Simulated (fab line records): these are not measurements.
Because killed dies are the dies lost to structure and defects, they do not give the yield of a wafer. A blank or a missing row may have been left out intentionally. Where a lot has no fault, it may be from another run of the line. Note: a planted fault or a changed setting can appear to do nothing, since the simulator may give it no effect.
Struck lot and sound lot, side by side || flow nand harc || 13 out of 1159 route steps
Sound: these wafers, L947.2, L947.3, L947.4. Struck: wafer L940.1 (left out: L940.2, L940.6 of the same lot, which were not struck); the cause appears at the end.
Each step with rows lists, per side, the tool, then ch with its chambers, then its first start. Under that, the readings that differ: sound wafers || struck wafers || difference of the means || sigmas: that difference in standard deviations of wafers without a fault.
alike: a reading whose means differ by less than 2 such deviations, as well as words and numbers matching on both sides. not compared: withheld readings; readings where some wafer has no value; bounds like >300 that might hide an equal value; numbers whose values overlap and for which the record gives no deviation.
A row with sigmas, a row that says differs or no value, or rows on one side alone: a step with any of these is where the two part. Non-overlapping numbers with no deviation appear without sigmas and do not part them. A reading that every wafer of one side lacks parts them only if that side has two wafers or more.

first, 1 step without rows for these wafers: NHARC_A_SLIT_SRD_20.
NHARC_A_SLIT_CD_MEAS_21:
  sound: cd sem-02 at day 18 19:02; struck: cd sem-02 at day 17 20:49
  alike: cd nm
then, 3 steps without rows for these wafers: NHARC_A_SIN_REMOVE_WET_00 (chemistry H3PO4, time 15300 s); NHARC_A_SIN_REMOVE_PRECLEAN_01 (cleans in SC1); NHARC_A_SIN_REMOVE_SRD_02.
NHARC_A_SIN_REMOVE_INSPECT_04:
  sound: defect inspect-01 at day 19 02:44; struck: defect inspect-02 at day 18 04:28
  alike: raw defect count
NHARC_A_WL_FILL_ALD_00: deposits Al2O3, target thk 3 nm, pulse time 3 s, ald cycles 30.
  sound on ald hk-01 ch 0,1,2, day 19 02:50; struck on ald hk-02 ch 1, day 18 04:41
{"reading": "susceptor temp C (C)", "sound": "300.18 300.05 300.20", "struck": 299.76, "difference": -0.38, "sigmas": -2}
  alike: heater power w, precursor pulse height rel
NHARC_A_WL_FILL_RTA_01: time 5 s.
  sound on rtp anneal-02 ch 0, day 19 03:05; struck on rtp anneal-02 ch 0, day 18 05:05
  alike: lamp power pct, lamp_zone_2_pct, wafer_temp_C_max
NHARC_A_WL_FILL_ALD_02: deposits TiN, target thk 2 nm, pulse time 3 s, ald cycles 100.
  sound on ald metal-01 ch 1,2,3, day 19 03:17; struck on ald metal-03 ch 3, day 18 05:19
  alike: heater power w, precursor pulse height rel, susceptor temp C
NHARC_A_WL_FILL_CVD_03: deposits W, target thk 40 nm, time 3302 s.
  sound on cvd w-01 ch 0,1, day 19 08:07; struck on cvd w-02 ch 1, day 18 05:45
{"reading": "throttle valve pct (%)", "sound": "8.46 8.23 8.38", "struck": 7.62, "difference": -0.74, "sigmas": -3}
  alike: heater power w, susceptor temp C
NHARC_A_WL_FILL_ETCHBACK_04: etches the open film in NF3, target depth 60 nm, time 120 s.
  sound on rie metal-03 ch 0,1, day 19 11:28; struck on rie metal-02 ch 0, day 18 09:07
{"reading": "run length s (s)", "sound": "141.9 141.9 141.8", "struck": 132.0, "difference": -9.9, "sigmas": -20}
  alike: chamber pressure mTorr, drypump motor current A, oes product au
  not compared: rf hours counter h
NHARC_A_WL_FILL_ETCHBACK_05: etches the open film in Cl2/BCl3, target depth 22 nm, time 60 s.
  sound on rie metal-03 ch 0,1, day 19 11:44; struck on rie metal-02 ch 1, day 18 09:21
  alike: chamber pressure mTorr, drypump motor current A, oes product au, run length s
  not compared: rf hours counter h
-- the record jumps here: 4 days lie between the struck wafers' starts before and after (it left off in module A_WL_FILL and takes up again in module END, whose first step shown is number 1159 of the route) --
NHARC_END_SORT_01:
  here the record holds rows for the struck wafers (prober-01 ch 0, day 22 19:25) but none for the sound ones

WHERE THEY PART
First at NHARC_A_WL_FILL_ALD_00; last, within this record, at NHARC_END_SORT_01.

WHY: whatever the simulator had introduced
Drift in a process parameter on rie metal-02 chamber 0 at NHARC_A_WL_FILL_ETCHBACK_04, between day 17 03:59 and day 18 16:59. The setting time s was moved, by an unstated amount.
